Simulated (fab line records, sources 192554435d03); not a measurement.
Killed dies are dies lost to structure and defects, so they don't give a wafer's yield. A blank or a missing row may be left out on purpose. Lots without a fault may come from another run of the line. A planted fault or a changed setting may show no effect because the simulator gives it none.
Which tool did it? | flow n5_finfet | 23 lots, 69 wafers sampled, at 6 steps of a route of 1938

WHAT THE GAUGES READ, wafer by wafer
The record holds no reading of a measuring or inspecting step that can be judged against a usual standard deviation.

WHICH TOOL RAN EACH LOT (tool, then ch and the chambers of the sampled wafers, then the start)
lot  | N5_ZERO_LAYER_ETCH_17             | N5_PMOS_HMC_CHANNEL_EPI_FIN_RECESS_16 | N5_PMOS_HMC_CHANNEL_EPI_EPI_26 | N5_FIN_SAQP_DESCUM_21             | N5_FIN_SAQP_MANDREL1_REMOVE_56  | N5_FIN_SAQP_ETCH_69
L074 | rie_diel-06 ch 0,1,2, day 1 12:43 | rie_si-06 ch 0,1,3, day 1 18:17       | epi_rpcvd-04 ch 0, day 1 20:39 | rie_diel-03 ch 0,1,3, day 1 22:26 | rie_si-03 ch 0,1, day 2 00:22   | rie_diel-04 ch 0,2, day 2 01:12
L075 | rie_diel-05 ch 1,3, day 1 18:50   | rie_si-06 ch 0,2, day 2 01:46         | epi_rpcvd-02 ch 0, day 2 03:42 | rie_diel-01 ch 1,2,3, day 2 05:25 | rie_si-05 ch 0,3, day 2 07:34   | rie_diel-01 ch 1,2, day 2 08:28
L076 | rie_diel-06 ch 1,2, day 2 00:51   | rie_si-02 ch 1,2, day 2 05:26         | epi_rpcvd-01 ch 0, day 2 07:27 | rie_diel-04 ch 0,2,3, day 2 10:08 | rie_si-05 ch 0,2,3, day 2 12:23 | rie_diel-01 ch 0,1,3, day 2 13:13
L077 | rie_diel-06 ch 1,3, day 2 06:43   | rie_si-06 ch 1,2, day 2 13:28         | epi_rpcvd-02 ch 0, day 2 15:23 | rie_diel-04 ch 2,3, day 2 17:37   | rie_si-03 ch 2,3, day 2 19:32   | rie_diel-04 ch 1,3, day 2 20:26
L078 | rie_diel-06 ch 0,2, day 2 12:51   | rie_si-02 ch 1,2, day 2 18:02         | epi_rpcvd-04 ch 0, day 2 19:57 | rie_diel-01 ch 0,2,3, day 2 21:49 | rie_si-04 ch 0,2,3, day 3 00:05 | rie_diel-01 ch 0,3, day 3 00:55
L079 | rie_diel-06 ch 0,3, day 2 18:53   | rie_si-06 ch 1,3, day 3 00:08         | epi_rpcvd-01 ch 0, day 3 02:07 | rie_diel-04 ch 1,3, day 3 04:56   | rie_si-04 ch 2,3, day 3 07:37   | rie_diel-01 ch 1,2,3, day 3 08:26
L080 | rie_diel-02 ch 0,1,3, day 3 00:51 | rie_si-02 ch 2,3, day 3 06:24         | epi_rpcvd-02 ch 0, day 3 08:22 | rie_diel-03 ch 0,3, day 3 10:39   | rie_si-05 ch 0,2,3, day 3 12:43 | rie_diel-03 ch 0,1,3, day 3 13:35
L081 | rie_diel-05 ch 2,3, day 3 07:17   | rie_si-01 ch 0,1,3, day 3 12:24       | epi_rpcvd-02 ch 0, day 3 14:19 | rie_diel-04 ch 0,2, day 3 16:11   | rie_si-04 ch 0,1, day 3 18:15   | rie_diel-01 ch 1,2, day 3 19:05
L082 | rie_diel-05 ch 1,2, day 3 12:46   | rie_si-06 ch 0,2,3, day 3 19:14       | epi_rpcvd-04 ch 0, day 3 21:13 | rie_diel-04 ch 0,2,3, day 3 22:56 | rie_si-05 ch 1,2, day 4 00:58   | rie_diel-04 ch 2,3, day 4 01:51
L083 | rie_diel-02 ch 1,3, day 3 19:01   | rie_si-02 ch 0,3, day 4 00:40         | epi_rpcvd-02 ch 0, day 4 02:37 | rie_diel-03 ch 0,1,2, day 4 04:32 | rie_si-05 ch 1,3, day 4 06:26   | rie_diel-01 ch 1,2, day 4 07:17
L084 | rie_diel-02 ch 1,2, day 4 00:44   | rie_si-02 ch 0,1,3, day 4 06:11       | epi_rpcvd-04 ch 0, day 4 08:30 | rie_diel-03 ch 2,3, day 4 10:52   | rie_si-05 ch 2,3, day 4 13:45   | rie_diel-01 ch 0,1, day 4 14:35
L086 | rie_diel-02 ch 0,2,3, day 4 12:51 | rie_si-06 ch 0,3, day 4 18:03         | epi_rpcvd-04 ch 0, day 4 19:58 | rie_diel-04 ch 0,1,3, day 4 21:45 | rie_si-05 ch 0,1,3, day 4 23:47 | rie_diel-04 ch 0,2,3, day 5 00:37
L087 | rie_diel-02 ch 0,1,2, day 4 18:56 | rie_si-01 ch 0,1, day 5 00:01         | epi_rpcvd-01 ch 0, day 5 02:19 | rie_diel-01 ch 0,3, day 5 05:32   | rie_si-04 ch 1,2, day 5 08:13   | rie_diel-03 ch 0,1,2, day 5 09:19
L088 | rie_diel-06 ch 0,2, day 5 01:28   | rie_si-02 ch 0,1,2, day 5 06:17       | epi_rpcvd-04 ch 0, day 5 08:39 | rie_diel-03 ch 1,3, day 5 10:26   | rie_si-03 ch 0,2,3, day 5 13:43 | rie_diel-01 ch 0,1,3, day 5 14:34
L089 | rie_diel-05 ch 1,2,3, day 5 06:50 | rie_si-01 ch 0,1,2, day 5 12:10       | epi_rpcvd-02 ch 0, day 5 14:29 | rie_diel-04 ch 0,2,3, day 5 16:22 | rie_si-04 ch 0,1,2, day 5 18:19 | rie_diel-01 ch 0,2,3, day 5 20:43
L090 | rie_diel-06 ch 2,3, day 5 12:50   | rie_si-01 ch 0,1, day 5 18:04         | epi_rpcvd-04 ch 0, day 5 20:11 | rie_diel-04 ch 1,2,3, day 5 21:56 | rie_si-04 ch 2,3, day 5 23:51   | rie_diel-03 ch 0,1,3, day 6 00:40
L091 | rie_diel-02 ch 1,2, day 5 18:52   | rie_si-02 ch 1,2,3, day 5 23:34       | epi_rpcvd-02 ch 0, day 6 02:01 | rie_diel-04 ch 0,1,3, day 6 04:05 | rie_si-04 ch 0,1,3, day 6 05:59 | rie_diel-04 ch 0,1,2, day 6 06:56
L092 | rie_diel-05 ch 0,3, day 6 00:43   | rie_si-06 ch 1,2,3, day 6 05:26       | epi_rpcvd-02 ch 0, day 6 08:06 | rie_diel-04 ch 0,1,2, day 6 09:52 | rie_si-04 ch 0,1,3, day 6 11:49 | rie_diel-04 ch 0,1,2, day 6 12:40
L093 | rie_diel-02 ch 0,1, day 6 07:06   | rie_si-06 ch 0,2,3, day 6 12:01       | epi_rpcvd-04 ch 0, day 6 14:01 | rie_diel-04 ch 0,1,2, day 6 15:53 | rie_si-04 ch 1,2,3, day 6 18:13 | rie_diel-03 ch 0,2,3, day 6 19:02
L094 | rie_diel-05 ch 0,1,3, day 6 12:50 | rie_si-02 ch 1,2,3, day 6 17:42       | epi_rpcvd-02 ch 0, day 6 20:02 | rie_diel-04 ch 0,1,2, day 6 21:41 | rie_si-03 ch 0,1,3, day 6 23:35 | rie_diel-04 ch 0,1,2, day 7 00:35
L095 | rie_diel-05 ch 1,2,3, day 6 18:43 | rie_si-06 ch 0,2,3, day 7 00:02       | epi_rpcvd-04 ch 0, day 7 01:57 | rie_diel-01 ch 1,2,3, day 7 03:59 | rie_si-04 ch 0,1, day 7 06:46   | rie_diel-04 ch 0,2, day 7 07:35
L096 | rie_diel-02 ch 0,2,3, day 7 00:43 | rie_si-02 ch 0,2,3, day 7 05:44       | epi_rpcvd-01 ch 0, day 7 08:35 | rie_diel-03 ch 1,2, day 7 10:26   | rie_si-03 ch 0,1,3, day 7 12:21 | rie_diel-04 ch 0,1, day 7 13:14
L097 | rie_diel-02 ch 1,2, day 7 06:43   | rie_si-01 ch 2,3, day 7 11:38         | epi_rpcvd-04 ch 0, day 7 13:33 | rie_diel-01 ch 0,3, day 7 15:26   | rie_si-03 ch 1,2, day 7 17:20   | rie_diel-01 ch 0,2,3, day 7 18:10
- N5_ZERO_LAYER_ETCH_17: etches SiO2 in CF4, target depth 12 nm, time 13.3 s.
- N5_PMOS_HMC_CHANNEL_EPI_FIN_RECESS_16: chemistry HBr/Cl2, target Si, target depth 54 nm, time 18 s.
- N5_PMOS_HMC_CHANNEL_EPI_EPI_26: deposits Si from SiH4/H2, target thk 3.8 nm, time 22.7 s.
- N5_FIN_SAQP_DESCUM_21: chemistry O2, time 7.9 s.
- N5_FIN_SAQP_MANDREL1_REMOVE_56: chemistry HBr/Cl2/O2, target a-Si, stops on SiNx, bt time 10 s.
- N5_FIN_SAQP_ETCH_69: etches SOC in N2/H2, stops on SiNx, target depth 150 nm.

WHAT THE TOOLS THEMSELVES READ (means of the sampled wafers that have a number; where no wafer has one, the mark that the record gives instead)
N5_ZERO_LAYER_ETCH_17.
lot  | tool        | drypump_motor_current_A (A) | oes_product_au (a.u.) | rf_vpp_V (V) | showerhead_plenum_p_Torr (Torr) | throttle_valve_pct (%)
L074 | rie_diel-06 | 5.8                         | 0.79                  | 950          | 2.16                            | 15.67
L075 | rie_diel-05 | 5.4                         | 0.75                  | 952          | 2.20                            | 15.69
L076 | rie_diel-06 | 6.2                         | 0.74                  | 951          | 2.17                            | 15.66
L077 | rie_diel-06 | 6.3                         | 0.73                  | 950          | 2.16                            | 15.71
L078 | rie_diel-06 | 5.3                         | 0.83                  | 949          | 2.14                            | 15.72
L079 | rie_diel-06 | 5.5                         | 0.77                  | 951          | 2.18                            | 15.76
L080 | rie_diel-02 | 5.4                         | 0.79                  | 949          | 2.15                            | 15.78
L081 | rie_diel-05 | 5.8                         | 0.85                  | 951          | 2.16                            | 15.43
L082 | rie_diel-05 | 6.0                         | 0.86                  | 951          | 2.18                            | 15.31
L083 | rie_diel-02 | 5.6                         | 0.84                  | 946          | 2.10                            | 15.67
L084 | rie_diel-02 | 5.8                         | 0.87                  | 948          | 2.11                            | 15.62
L086 | rie_diel-02 | 5.6                         | 0.74                  | 949          | 2.16                            | 15.78
L087 | rie_diel-02 | 5.6                         | 0.80                  | 949          | 2.16                            | 15.74
L088 | rie_diel-06 | 5.4                         | 0.78                  | 951          | 2.19                            | 15.70
L089 | rie_diel-05 | 5.6                         | 0.78                  | 951          | 2.17                            | 15.60
L090 | rie_diel-06 | 5.7                         | 0.74                  | 954          | 2.23                            | 15.74
L091 | rie_diel-02 | 5.9                         | 0.81                  | 948          | 2.13                            | 15.61
L092 | rie_diel-05 | 5.1                         | 0.74                  | 948          | 2.12                            | 15.78
L093 | rie_diel-02 | 5.3                         | 0.77                  | 950          | 2.19                            | 15.90
L094 | rie_diel-05 | 5.3                         | 0.77                  | 948          | 2.14                            | 15.66
L095 | rie_diel-05 | 5.6                         | 0.76                  | 950          | 2.16                            | 15.63
L096 | rie_diel-02 | 5.6                         | 0.73                  | 950          | 2.15                            | 15.80
L097 | rie_diel-02 | 5.9                         | 0.80                  | 949          | 2.12                            | 15.62

N5_PMOS_HMC_CHANNEL_EPI_FIN_RECESS_16.
lot  | tool      | drypump_motor_current_A (A) | oes_product_au (a.u.) | throttle_valve_pct (%)
L074 | rie_si-06 | 5.8                         | 1.031                 | 35.40
L075 | rie_si-06 | 5.4                         | 1.009                 | 35.44
L076 | rie_si-02 | 5.4                         | 0.982                 | 35.59
L077 | rie_si-06 | 5.3                         | 1.010                 | 35.71
L078 | rie_si-02 | 5.9                         | 0.999                 | 35.73
L079 | rie_si-06 | 5.7                         | 1.031                 | 35.65
L080 | rie_si-02 | 5.5                         | 0.971                 | 35.47
L081 | rie_si-01 | 5.9                         | 0.993                 | 35.49
L082 | rie_si-06 | 5.8                         | 1.008                 | 35.28
L083 | rie_si-02 | 5.8                         | 0.995                 | 35.51
L084 | rie_si-02 | 6.0                         | 0.997                 | 35.63
L086 | rie_si-06 | 6.1                         | 1.019                 | 35.09
L087 | rie_si-01 | 5.8                         | 0.999                 | 35.48
L088 | rie_si-02 | 5.7                         | 0.996                 | 35.62
L089 | rie_si-01 | 5.9                         | 0.995                 | 35.55
L090 | rie_si-01 | 5.8                         | 0.999                 | 35.50
L091 | rie_si-02 | 5.7                         | 0.989                 | 35.59
L092 | rie_si-06 | 5.6                         | 1.003                 | 35.40
L093 | rie_si-06 | 5.8                         | 1.009                 | 35.27
L094 | rie_si-02 | 5.7                         | 0.992                 | 35.60
L095 | rie_si-06 | 5.8                         | 1.014                 | 35.27
L096 | rie_si-02 | 5.5                         | 0.990                 | 35.49
L097 | rie_si-01 | 6.2                         | 0.985                 | 35.65

N5_PMOS_HMC_CHANNEL_EPI_EPI_26.
lot  | tool         | chamber_pressure_Torr (Torr) | throttle_valve_pct (%)
L074 | epi_rpcvd-04 | 19.98                        | 11.7
L075 | epi_rpcvd-02 | 20.01                        | 10.9
L076 | epi_rpcvd-01 | 20.03                        | 11.3
L077 | epi_rpcvd-02 | 20.02                        | 11.0
L078 | epi_rpcvd-04 | 19.99                        | 12.0
L079 | epi_rpcvd-01 | 20.04                        | 11.2
L080 | epi_rpcvd-02 | 20.03                        | 10.9
L081 | epi_rpcvd-02 | 19.98                        | 11.1
L082 | epi_rpcvd-04 | 20.02                        | 11.7
L083 | epi_rpcvd-02 | 19.99                        | 11.1
L084 | epi_rpcvd-04 | 19.96                        | 11.7
L086 | epi_rpcvd-04 | 20.04                        | 11.7
L087 | epi_rpcvd-01 | 20.01                        | 11.1
L088 | epi_rpcvd-04 | 20.01                        | 11.7
L089 | epi_rpcvd-02 | 20.06                        | 11.0
L090 | epi_rpcvd-04 | 20.00                        | 11.7
L091 | epi_rpcvd-02 | 20.02                        | 11.1
L092 | epi_rpcvd-02 | 19.99                        | 10.9
L093 | epi_rpcvd-04 | 19.98                        | 11.7
L094 | epi_rpcvd-02 | 20.03                        | 10.8
L095 | epi_rpcvd-04 | 19.97                        | 11.8
L096 | epi_rpcvd-01 | 19.96                        | 11.3
L097 | epi_rpcvd-04 | 19.97                        | 11.9

N5_FIN_SAQP_DESCUM_21.
lot  | tool        | drypump_motor_current_A (A) | oes_product_au (a.u.) | rf_vpp_V (V) | showerhead_plenum_p_Torr (Torr) | throttle_valve_pct (%)
L074 | rie_diel-03 | 5.4                         | 0.78                  | 242.2        | 2.09                            | 20.40
L075 | rie_diel-01 | 5.3                         | 0.70                  | 244.2        | 2.10                            | 20.49
L076 | rie_diel-04 | 5.5                         | 0.77                  | 242.6        | 2.07                            | 20.51
L077 | rie_diel-04 | 5.7                         | 0.76                  | 241.4        | 2.02                            | 20.46
L078 | rie_diel-01 | 5.5                         | 0.70                  | 243.4        | 2.07                            | 20.54
L079 | rie_diel-04 | 6.3                         | 0.88                  | 242.5        | 2.02                            | 20.62
L080 | rie_diel-03 | 5.4                         | 0.83                  | 245.7        | 2.15                            | 20.27
L081 | rie_diel-04 | 5.3                         | 0.76                  | 243.4        | 2.10                            | 20.56
L082 | rie_diel-04 | 5.4                         | 0.76                  | 241.7        | 2.06                            | 20.53
L083 | rie_diel-03 | 5.4                         | 0.84                  | 242.5        | 2.11                            | 20.38
L084 | rie_diel-03 | 5.6                         | 0.80                  | 242.9        | 2.08                            | 20.36
L086 | rie_diel-04 | 5.8                         | 0.77                  | 242.7        | 2.03                            | 20.72
L087 | rie_diel-01 | 5.3                         | 0.79                  | 242.8        | 2.09                            | 20.49
L088 | rie_diel-03 | 5.4                         | 0.90                  | 245.8        | 2.24                            | 20.18
L089 | rie_diel-04 | 5.5                         | 0.75                  | 242.3        | 2.05                            | 20.54
L090 | rie_diel-04 | 5.9                         | 0.81                  | 243.4        | 2.04                            | 20.47
L091 | rie_diel-04 | 5.8                         | 0.75                  | 241.7        | 2.03                            | 20.74
L092 | rie_diel-04 | 5.7                         | 0.80                  | 242.4        | 2.08                            | 20.52
L093 | rie_diel-04 | 5.7                         | 0.80                  | 242.5        | 2.08                            | 20.50
L094 | rie_diel-04 | 5.7                         | 0.80                  | 243.4        | 2.08                            | 20.52
L095 | rie_diel-01 | 5.4                         | 0.77                  | 243.0        | 2.09                            | 20.39
L096 | rie_diel-03 | 5.4                         | 0.86                  | 243.9        | 2.17                            | 20.29
L097 | rie_diel-01 | 5.1                         | 0.94                  | 243.2        | 2.11                            | 20.23

N5_FIN_SAQP_MANDREL1_REMOVE_56.
lot  | tool      | drypump_motor_current_A (A) | oes_product_au (a.u.) | throttle_valve_pct (%)
L074 | rie_si-03 | 5.4                         | 1.013                 | 36.6
L075 | rie_si-05 | 5.8                         | 1.009                 | 36.8
L076 | rie_si-05 | 6.0                         | 1.007                 | 36.7
L077 | rie_si-03 | 5.6                         | 1.001                 | 37.2
L078 | rie_si-04 | 5.8                         | 1.013                 | 36.7
L079 | rie_si-04 | 6.3                         | 1.021                 | 36.8
L080 | rie_si-05 | 6.0                         | 1.003                 | 36.7
L081 | rie_si-04 | 5.6                         | 1.008                 | 36.6
L082 | rie_si-05 | 5.8                         | 1.003                 | 36.4
L083 | rie_si-05 | 5.9                         | 1.003                 | 36.8
L084 | rie_si-05 | 6.2                         | 1.016                 | 36.8
L086 | rie_si-05 | 5.8                         | 1.001                 | 36.7
L087 | rie_si-04 | 6.2                         | 1.017                 | 36.9
L088 | rie_si-03 | 5.7                         | 1.003                 | 37.0
L089 | rie_si-04 | 5.8                         | 1.016                 | 36.7
L090 | rie_si-04 | 6.0                         | 1.019                 | 36.9
L091 | rie_si-04 | 6.0                         | 1.029                 | 36.7
L092 | rie_si-04 | 6.0                         | 1.023                 | 36.7
L093 | rie_si-04 | 6.2                         | 1.018                 | 36.9
L094 | rie_si-03 | 5.7                         | 0.998                 | 36.9
L095 | rie_si-04 | 5.6                         | 1.005                 | 36.6
L096 | rie_si-03 | 5.7                         | 1.000                 | 36.9
L097 | rie_si-03 | 5.0                         | 1.001                 | 36.4

N5_FIN_SAQP_ETCH_69.
lot  | tool        | drypump_motor_current_A (A) | oes_product_au (a.u.) | rf_vpp_V (V) | showerhead_plenum_p_Torr (Torr) | throttle_valve_pct (%)
L074 | rie_diel-04 | 5.2                         | 0.76                  | 240.8        | 2.53                            | 17.67
L075 | rie_diel-01 | 5.5                         | 0.71                  | 240.4        | 2.57                            | 17.90
L076 | rie_diel-01 | 5.3                         | 0.69                  | 240.5        | 2.58                            | 17.94
L077 | rie_diel-04 | 6.1                         | 0.79                  | 239.8        | 2.44                            | 18.12
L078 | rie_diel-01 | 5.3                         | 0.69                  | 241.1        | 2.53                            | 17.97
L079 | rie_diel-01 | 5.4                         | 0.70                  | 240.3        | 2.55                            | 17.92
L080 | rie_diel-03 | 5.4                         | 0.86                  | 242.0        | 2.62                            | 17.52
L081 | rie_diel-01 | 5.7                         | 0.71                  | 240.4        | 2.49                            | 17.92
L082 | rie_diel-04 | 5.6                         | 0.80                  | 240.2        | 2.52                            | 17.63
L083 | rie_diel-01 | 5.5                         | 0.70                  | 240.5        | 2.56                            | 17.93
L084 | rie_diel-01 | 5.4                         | 0.68                  | 240.5        | 2.54                            | 18.00
L086 | rie_diel-04 | 5.5                         | 0.73                  | 240.9        | 2.49                            | 17.82
L087 | rie_diel-03 | 5.4                         | 0.83                  | 239.4        | 2.54                            | 17.66
L088 | rie_diel-01 | 5.2                         | 0.78                  | 242.0        | 2.57                            | 17.81
L089 | rie_diel-01 | 5.5                         | 0.77                  | 240.1        | 2.50                            | 17.81
L090 | rie_diel-03 | 5.4                         | 0.83                  | 241.2        | 2.61                            | 17.55
L091 | rie_diel-04 | 5.7                         | 0.80                  | 240.0        | 2.51                            | 17.79
L092 | rie_diel-04 | 5.7                         | 0.80                  | 239.8        | 2.51                            | 17.78
L093 | rie_diel-03 | 5.5                         | 0.78                  | 240.1        | 2.53                            | 17.77
L094 | rie_diel-04 | 5.7                         | 0.79                  | 240.4        | 2.51                            | 17.79
L095 | rie_diel-04 | 5.3                         | 0.72                  | 241.2        | 2.51                            | 17.76
L096 | rie_diel-04 | 5.6                         | 0.74                  | 239.3        | 2.48                            | 17.99
L097 | rie_diel-01 | 5.5                         | 0.84                  | 240.2        | 2.49                            | 17.70

THE ANSWER, worked out from the rows above alone
Rule: what is usual is taken from the lots themselves. Put in order of their means at a reading, lots are off if they are a third of the lots or fewer, leave a main group of 4 or more, and stand apart from it by a gap of 3 or more times the standard deviation of the main group's means; of several such gaps the widest counts. A main group whose means are all the same, to the digits that the tables above print for the reading, isn't used. A lot without any number at a reading at which 4 lots or more have one is off too. The other lots that the step has rows for count as sound. The gauges are gone through in route order, then the tools' own readings, and for those a lot's mean is taken as printed above. The first step at which some lot is off is used, and at that step the reading that is off furthest; a lot without a number counts as furthest.
No lot is off at any reading shown: from this, nothing can be told.

WHAT THE SIMULATOR HAD PUT IN
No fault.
